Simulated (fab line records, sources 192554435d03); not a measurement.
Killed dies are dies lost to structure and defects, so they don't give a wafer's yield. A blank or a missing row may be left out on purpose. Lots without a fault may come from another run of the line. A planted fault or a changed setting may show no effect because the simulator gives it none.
Chamber matching | flow n5_finfet | N5_BEOL_M9_STRIP_67 on rie_diel-03: 4 sister chambers
The step strips in CF4. 24 wafers are shown with their chamber, then 12 later ones without.

WAFERS WITH THEIR CHAMBER
wafer  | chamber | showerhead_plenum_p_Torr (Torr) | rf_vpp_V (V) | drypump_motor_current_A (A)
L074.2 | 3       | 1.67                            | 268.4        | 5.2
L074.5 | 2       | 1.85                            | 273.0        | 5.2
L074.6 | 1       | 1.85                            | 273.4        | 5.5
L079.1 | 0       | 1.84                            | 271.4        | 5.4
L079.4 | 2       | 1.85                            | 273.0        | 5.2
L079.6 | 3       | 1.67                            | 267.4        | 5.2
L081.1 | 0       | 1.84                            | 272.2        | 5.4
L081.4 | 2       | 1.85                            | 272.1        | 5.2
L081.6 | 1       | 1.84                            | 272.3        | 5.5
L083.1 | 3       | 1.67                            | 267.8        | 5.2
L083.2 | 0       | 1.84                            | 271.5        | 5.3
L083.4 | 3       | 1.67                            | 267.9        | 5.2
L085.2 | 3       | 1.67                            | 267.2        | 5.2
L085.4 | 1       | 1.84                            | 274.3        | 5.5
L085.6 | 3       | 1.67                            | 268.5        | 5.2
L086.1 | 2       | 1.85                            | 272.7        | 5.1
L086.2 | 3       | 1.67                            | 267.7        | 5.2
L086.4 | 2       | 1.85                            | 272.2        | 5.1
L087.2 | 3       | 1.67                            | 268.8        | 5.2
L087.5 | 1       | 1.84                            | 273.5        | 5.4
L087.6 | 0       | 1.84                            | 272.4        | 5.3
L090.1 | 3       | 1.66                            | 267.6        | 5.2
L090.3 | 0       | 1.84                            | 272.5        | 5.3
L090.6 | 0       | 1.84                            | 272.2        | 5.4

SIGNATURES (means of the wafers above)
reading                  | chamber 0 | chamber 1 | chamber 2 | chamber 3 | scatter within a chamber
showerhead_plenum_p_Torr | 1.8400    | 1.8425    | 1.8500    | 1.6689    | 0.00286
rf_vpp_V                 | 272.033   | 273.375   | 272.600   | 267.922   | 0.555
drypump_motor_current_A  | 5.350     | 5.475     | 5.160     | 5.200     | 0.0415
Rule: a wafer's distance from a chamber is the root of the sum, over the readings, of the square of ((its reading less the chamber's mean) divided by the reading's scatter). The wafer belongs to the nearest chamber; if the next one is less than 2 further off, it can't be placed. The scatter: the root of (the sum of the squares of (reading less its chamber's mean) over the shown wafers, divided by (wafers less chambers)).

WAFERS WITHOUT THEIR CHAMBER
wafer  | showerhead_plenum_p_Torr (Torr) | rf_vpp_V (V) | drypump_motor_current_A (A)
L093.1 | 1.84                            | 271.4        | 5.5
L093.4 | 1.84                            | 274.0        | 5.3
L093.5 | 1.66                            | 266.9        | 5.2
L094.2 | 1.84                            | 272.3        | 5.4
L094.3 | 1.85                            | 271.1        | 5.1
L094.4 | 1.84                            | 270.9        | 5.3
L095.1 | 1.84                            | 274.0        | 5.4
L095.3 | 1.66                            | 267.7        | 5.2
L095.4 | 1.84                            | 273.1        | 5.4
L097.1 | 1.66                            | 267.4        | 5.2
L097.4 | 1.83                            | 273.2        | 5.4
L097.5 | 1.83                            | 272.3        | 5.5

WHICH CHAMBER EACH WENT THROUGH
wafer  | from the rows above          | in truth
L093.1 | can't be placed: 1 or 0      | 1
L093.4 | can't be placed: 0 or 1 or 2 | 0
L093.5 | 3                            | 3
L094.2 | can't be placed: 0 or 1      | 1
L094.3 | 2                            | 2
L094.4 | 0                            | 0
L095.1 | can't be placed: 1 or 0      | 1
L095.3 | 3                            | 3
L095.4 | can't be placed: 1 or 0      | 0
L097.1 | 3                            | 3
L097.4 | can't be placed: 0 or 1      | 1
L097.5 | can't be placed: 1 or 0      | 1
Placed correctly: 5 of 12. Can't be placed from these rows: 7 (the true chamber is among the candidates in 7). Placed wrongly: 0.
